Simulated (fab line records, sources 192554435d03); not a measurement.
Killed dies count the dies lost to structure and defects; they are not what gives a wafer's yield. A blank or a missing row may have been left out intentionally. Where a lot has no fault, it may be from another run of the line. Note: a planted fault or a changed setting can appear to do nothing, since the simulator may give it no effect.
Split-lot experiment | flow n5-finfet | 39 wafers read from 7 lots, route of 1938 steps

== SPLIT DETAILS ==
At N5_SD_EPI_N_EPI_21 (deposits Si:P, time 690 s), the setting pressure-torr was moved away from the recipe's 255 Torr on 24 of the 39 wafers read, by -12.9% to +14.5%. The other wafers ran this setting at the recipe's value.

Reading taken at the split's own step.

== THE READING ==
Si-P_of_SD_EPI_N_EPI_21.thk-nm (the simulator's own value, which no gauge read), in nm, at N5_SD_EPI_N_EPI_21 (deposits Si:P, time 690 s). There is no usual value for it anywhere in the file. Across the 15 wafers here that went through the recipe, the average is 58.5 nm and the standard deviation 0.47 nm.

wafer  | tool, chamber at the split | pressure-torr as run, Torr | against the recipe | Si-P_of_SD_EPI_N_EPI_21.thk-nm, nm | against lot-mates on the recipe
L074.1 | epi-rpcvd-03, 0            | 232.8                      | -8.7%              | 58.4                               | no lot-mate on the recipe
L074.3 | epi-rpcvd-03, 0            | 232.8                      | -8.7%              | 58.4                               | no lot-mate on the recipe
L074.6 | epi-rpcvd-03, 0            | 232.8                      | -8.7%              | 58.4                               | no lot-mate on the recipe
L074.2 | epi-rpcvd-03, 0            | 232.8                      | -8.7%              | 57.8                               | no lot-mate on the recipe
L074.4 | epi-rpcvd-03, 0            | 232.8                      | -8.7%              | 59.2                               | no lot-mate on the recipe
L074.5 | epi-rpcvd-03, 0            | 232.8                      | -8.7%              | 57.6                               | no lot-mate on the recipe
L079.1 | epi-rpcvd-03, 0            | 289.3                      | +13.5%             | 62.8                               | no lot-mate on the recipe
L079.2 | epi-rpcvd-03, 0            | 289.3                      | +13.5%             | 63.6                               | no lot-mate on the recipe
L079.4 | epi-rpcvd-03, 0            | 289.3                      | +13.5%             | 63.6                               | no lot-mate on the recipe
L079.5 | epi-rpcvd-03, 0            | 289.3                      | +13.5%             | 63.6                               | no lot-mate on the recipe
L079.3 | epi-rpcvd-03, 0            | 289.3                      | +13.5%             | 63.4                               | no lot-mate on the recipe
L079.6 | epi-rpcvd-03, 0            | 289.3                      | +13.5%             | 63.2                               | no lot-mate on the recipe
L080.1 | epi-rpcvd-01, 0            | 255                        | recipe             | 58.2                               | -
L080.2 | epi-rpcvd-01, 0            | 255                        | recipe             | 58.4                               | -
L080.4 | epi-rpcvd-01, 0            | 255                        | recipe             | 58.4                               | -
L080.6 | epi-rpcvd-01, 0            | 255                        | recipe             | 58.4                               | -
L080.3 | epi-rpcvd-01, 0            | 255                        | recipe             | 58.6                               | -
L080.5 | epi-rpcvd-01, 0            | 255                        | recipe             | 57.8                               | -
L093.1 | epi-rpcvd-01, 0            | 255                        | recipe             | 59.2                               | -
L093.2 | epi-rpcvd-01, 0            | 255                        | recipe             | 59.2                               | -
L093.6 | epi-rpcvd-01, 0            | 255                        | recipe             | 59.2                               | -
L093.3 | epi-rpcvd-01, 0            | 255                        | recipe             | 59                                 | -
L093.5 | epi-rpcvd-01, 0            | 255                        | recipe             | 59                                 | -
L093.4 | epi-rpcvd-01, 0            | 255                        | recipe             | 58.4                               | -
L094.1 | epi-rpcvd-04, 0            | 222                        | -12.9%             | 55.4                               | no lot-mate on the recipe
L094.5 | epi-rpcvd-04, 0            | 222                        | -12.9%             | 55.4                               | no lot-mate on the recipe
L094.2 | epi-rpcvd-04, 0            | 222                        | -12.9%             | 55.8                               | no lot-mate on the recipe
L094.3 | epi-rpcvd-04, 0            | 222                        | -12.9%             | 56                                 | no lot-mate on the recipe
L094.4 | epi-rpcvd-04, 0            | 222                        | -12.9%             | 54.4                               | no lot-mate on the recipe
L094.6 | epi-rpcvd-04, 0            | 222                        | -12.9%             | 55.2                               | no lot-mate on the recipe
L095.3 | epi-rpcvd-01, 0            | 255                        | recipe             | 58.4                               | -
L095.5 | epi-rpcvd-01, 0            | 255                        | recipe             | 58                                 | -
L095.6 | epi-rpcvd-01, 0            | 255                        | recipe             | 57.8                               | -
L097.1 | epi-rpcvd-03, 0            | 291.9                      | +14.5%             | 61.8                               | no lot-mate on the recipe
L097.2 | epi-rpcvd-03, 0            | 291.9                      | +14.5%             | 62.4                               | no lot-mate on the recipe
L097.6 | epi-rpcvd-03, 0            | 291.9                      | +14.5%             | 62.4                               | no lot-mate on the recipe
L097.3 | epi-rpcvd-03, 0            | 291.9                      | +14.5%             | 60.8                               | no lot-mate on the recipe
L097.4 | epi-rpcvd-03, 0            | 291.9                      | +14.5%             | 61.6                               | no lot-mate on the recipe
L097.5 | epi-rpcvd-03, 0            | 291.9                      | +14.5%             | 61.6                               | no lot-mate on the recipe

FIT RESULTS
A straight line over all 39 wafers: Si-P_of_SD_EPI_N_EPI_21.thk-nm changes by +0.24 nm for each +1% of pressure-torr; r = +0.93; the points scatter about the line by 0.99 nm.
Too few moved wafers have a lot-mate on the recipe to fit a line with each lot's own level taken away.

== FILE'S OWN FIT ==
Si-P_of_SD_EPI_N_EPI_21.thk-nm changes by +0.24 nm for each +1% of pressure-torr, r = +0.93.
